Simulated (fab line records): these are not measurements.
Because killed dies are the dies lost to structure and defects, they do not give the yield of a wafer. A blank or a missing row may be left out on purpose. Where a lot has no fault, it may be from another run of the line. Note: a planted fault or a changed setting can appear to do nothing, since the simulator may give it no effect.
What tool caused it? ; flow n5 finfet ; 9 lots, 27 wafers sampled, at 6 steps of a route of 1938

## WHAT THE GAUGES READ, wafer by wafer
N5_SD_EPI_N_CD_MEAS_09: the cd target is 120 nm. Usual: cd nm reads 120.4 nm (standard deviation 0.77).
lot;measured;on;cd nm (nm);flag
L309;day 3 01:17;cd sem-01;119.6 120.6 119.9;
L311;day 3 12:42;cd sem-03;120.7 121.2 121.1;
L312;day 3 17:45;cd sem-01;121.1 120.8 119.8;
L314;day 4 10:40;cd sem-01;120.3 119.8 120.0;
L315;day 4 13:45;cd sem-02;118.8 117.7 118.0;
L316;day 4 20:59;cd sem-01;120.9 120.2 121.4;
L323;day 6 14:07;cd sem-01;118.9 119.3 120.7;
L330;day 8 07:02;cd sem-02;120.9 121.6 121.0;
L331;day 8 14:52;cd sem-02;120.2 121.0 120.3;

N5_BEOL_M4_RC_MEAS_101. Usual: DIBL_N 36.0 mV/V, standard deviation 1.6; DIBL_P 36.1 mV/V, standard deviation 2; IOFF_N 0.160 nA/um, standard deviation 0.029; IOFF_P 0.21 nA/um, standard deviation 0.039; ION_N 675 uA/um, standard deviation 13; ION_P 464 uA/um, standard deviation 8.8; SS_N 71.5 mV/dec, standard deviation 0.58; SS_P 73.3 mV/dec, standard deviation 0.65; VT_N 250 mV, standard deviation 3.3; VT_P -249 mV, standard deviation 3.6.
lot;measured;on;DIBL_N (mV/V);DIBL_P (mV/V);IOFF_N (nA/um);IOFF_P (nA/um);ION_N (uA/um);ION_P (uA/um);SS_N (mV/dec);SS_P (mV/dec);VT_N (mV);VT_P (mV);flag
L309;day 7 20:04;prober-02;37.4 35.6 36.4;36.9 34.9 33.6;0.164 0.128 0.141;0.21 0.19 0.17;676 659 662;456 454 449;72.0 71.5 71.6;73.4 73.0 72.7;247 251 254;-252 -253 -255;
L311;day 8 07:10;prober-01;34.1 36.9 33.7;34.5 37.5 33.5;0.128 0.173 0.118;0.17 0.22 0.15;666 693 665;456 473 452;72.0 71.0 71.2;72.5 73.4 72.2;252 248 255;-252 -248 -255;
L312;day 8 18:49;prober-02;34.2 36.3 33.9;34.1 36.7 33.6;0.121 0.150 0.110;0.15 0.18 0.14;653 673 649;451 456 448;71.7 72.6 71.4;72.7 74.0 72.3;254 252 255;-259 -255 -259;
L314;day 9 12:39;prober-02;38.0 36.7 37.5;36.8 35.3 37.1;0.166 0.154 0.152;0.23 0.22 0.23;681 677 670;471 465 465;71.6 70.8 72.2;73.6 73.0 73.3;250 250 252;-248 -249 -247;
L315;day 9 12:30;prober-01;36.7 35.7 34.9;38.2 37.7 35.4;0.177 0.172 0.150;0.22 0.22 0.18;677 671 657;454 461 447;70.9 71.7 71.5;74.5 73.8 73.5;250 249 252;-250 -252 -254;
L316;day 9 17:04;prober-02;38.5 37.1 36.1;37.3 36.6 35.6;0.190 0.154 0.140;0.25 0.24 0.23;671 660 665;466 461 467;72.3 72.0 71.3;74.0 73.3 73.6;248 250 250;-244 -245 -242;
L323;day 11 04:11;prober-02;34.7 35.0 34.6;34.2 33.5 34.1;0.134 0.135 0.135;0.21 0.19 0.20;668 665 664;469 457 463;71.9 71.2 70.7;72.6 72.5 72.9;251 252 251;-248 -252 -251;
L330;day 13 06:37;prober-02;31.8 32.8 35.6;33.0 34.9 37.3;0.115 0.123 0.171;0.18 0.21 0.24;667 663 681;461 468 471;70.8 71.1 71.3;72.4 73.2 73.8;256 254 249;-250 -246 -247;
L331;day 13 15:26;prober-02;34.6 35.0 37.1;33.6 35.3 37.7;0.128 0.139 0.180;0.19 0.21 0.25;664 657 682;462 458 465;70.7 71.5 71.9;72.0 72.9 74.1;253 253 247;-247 -251 -247;

## WHICH TOOL RAN EACH LOT (tool, then ch and the chambers of the sampled wafers, then the start)
lot;N5_DUMMY_GATE_ETCH_32;N5_DUMMY_GATE_ETCH_44;N5_SD_EPI_N_DEVELOP_08;N5_SD_EPI_N_DESCUM_14
L309;rie si-06 ch 1,2,3, day 2 23:55;rie si-06 ch 1,2,3, day 3 00:01;litho track-01 ch 0, day 3 01:14;rie diel-06 ch 0,1,3, day 3 01:22
L311;rie si-06 ch 0,1,2, day 3 11:10;rie si-06 ch 0,1,2, day 3 11:16;litho track-04 ch 0, day 3 12:38;rie diel-03 ch 2,3, day 3 12:47
L312;rie si-05 ch 1,2,3, day 3 16:16;rie si-05 ch 1,2,3, day 3 16:20;litho track-04 ch 0, day 3 17:41;rie diel-04 ch 0,2,3, day 3 17:50
L314;rie si-06 ch 1,2, day 4 08:00;rie si-06 ch 1,2, day 4 08:05;litho track-04 ch 0, day 4 10:37;rie diel-06 ch 0,1, day 4 10:48
L315;rie si-06 ch 1,2,3, day 4 12:20;rie si-06 ch 1,2,3, day 4 12:25;litho track-04 ch 0, day 4 13:41;rie diel-06 ch 0,1,2, day 4 13:54
L316;rie si-06 ch 0,2,3, day 4 19:05;rie si-06 ch 0,2,3, day 4 19:11;litho track-03 ch 0, day 4 20:56;rie diel-04 ch 0,2,3, day 4 21:05
L323;rie si-06 ch 1,2, day 6 12:37;rie si-06 ch 1,2, day 6 12:43;litho track-01 ch 0, day 6 14:04;rie diel-06 ch 0,1, day 6 14:12
L330;rie si-01 ch 0,3, day 8 05:34;rie si-01 ch 0,3, day 8 05:39;litho track-03 ch 0, day 8 06:58;rie diel-06 ch 1,3, day 8 07:07
L331;rie si-05 ch 0,3, day 8 12:56;rie si-05 ch 0,3, day 8 13:02;litho track-03 ch 0, day 8 14:49;rie diel-03 ch 1,2,3, day 8 14:58
- N5_DUMMY_GATE_ETCH_32: etches SiO2 in CF4, target depth 3.5 nm, time 3.9 s.
- N5_DUMMY_GATE_ETCH_44: etches poly-Si in HBr/O2, stops on SiO2, target depth 127.5 nm.
- N5_SD_EPI_N_DEVELOP_08: develop time 30 s.
- N5_SD_EPI_N_DESCUM_14: chemistry O2, time 7.9 s.

## WHAT THE TOOLS THEMSELVES READ (means of the sampled wafers that have a number; where no wafer has one, the mark that the record gives instead)
N5_DUMMY_GATE_ETCH_32. Usual: drypump motor current A 5.9 A, standard deviation 0.6; oes product au 1.003 a.u., standard deviation 0.018; throttle valve pct 21.71 %, standard deviation 0.22.
lot;tool;drypump motor current A (A);oes product au (a.u.);throttle valve pct (%);flag
L309;rie si-06;5.4;1.011;21.82;
L311;rie si-06;5.5;1.019;21.83;
L312;rie si-05;6.0;0.980;21.76;
L314;rie si-06;5.3;1.025;21.93;
L315;rie si-06;5.4;1.009;21.82;
L316;rie si-06;5.7;0.996;21.71;
L323;rie si-06;5.6;1.004;21.93;
L330;rie si-01;6.0;1.014;21.77;
L331;rie si-05;5.9;1.004;21.82;

N5_DUMMY_GATE_ETCH_44. Usual: drypump motor current A 5.9 A, standard deviation 0.6; oes product au 0.733 a.u., standard deviation 0.01; throttle valve pct 18.45 %, standard deviation 0.23.
lot;tool;drypump motor current A (A);oes product au (a.u.);throttle valve pct (%);flag
L309;rie si-06;5.4;0.730;18.61;
L311;rie si-06;5.5;0.735;18.61;
L312;rie si-05;6.0;0.730;18.42;
L314;rie si-06;5.2;0.732;18.68;
L315;rie si-06;5.4;0.744;18.62;
L316;rie si-06;5.7;0.740;18.56;
L323;rie si-06;5.6;0.734;18.65;
L330;rie si-01;5.9;0.740;18.62;
L331;rie si-05;5.9;0.732;18.49;

N5_SD_EPI_N_DESCUM_14. Usual: drypump motor current A 5.6 A, standard deviation 0.7; oes product au 0.83 a.u., standard deviation 0.1; rf vpp V 242.4 V, standard deviation 1.4; showerhead plenum p Torr 2.05 Torr, standard deviation 0.071; throttle valve pct 20.43 %, standard deviation 0.21.
lot;tool;drypump motor current A (A);oes product au (a.u.);rf vpp V (V);showerhead plenum p Torr (Torr);throttle valve pct (%);flag
L309;rie diel-06;5.6;0.84;241.6;2.05;20.47;
L311;rie diel-03;5.4;0.69;241.6;2.04;20.48;
L312;rie diel-04;5.7;0.81;242.0;2.05;20.49;
L314;rie diel-06;4.9;0.87;242.4;2.03;20.29;
L315;rie diel-06;5.1;0.84;240.7;2.01;20.38;
L316;rie diel-04;5.7;0.80;241.9;2.05;20.50;
L323;rie diel-06;4.9;0.85;242.4;2.02;20.32;
L330;rie diel-06;6.1;0.93;242.4;2.05;20.45;
L331;rie diel-03;6.0;0.84;242.6;2.08;20.26;

## THE ANSWER, worked out from the rows above alone
Rule: lot off if the mean of its wafers having a number is beyond 3 standard deviations from the usual mean. A lot without any number at a reading at which 4 lots or more have one is off too. Where the step has rows for the other lots, those lots are counted as sound. The gauges are gone through in route order, then the tools' own readings, and for those a lot's mean is taken as printed above. At the first step where some lot is off, the reading lying furthest off is the one used; lots without a number count as furthest.
Nothing can be told from this: no lot is off at any reading shown.

## WHAT WAS PUT IN BY THE SIMULATOR
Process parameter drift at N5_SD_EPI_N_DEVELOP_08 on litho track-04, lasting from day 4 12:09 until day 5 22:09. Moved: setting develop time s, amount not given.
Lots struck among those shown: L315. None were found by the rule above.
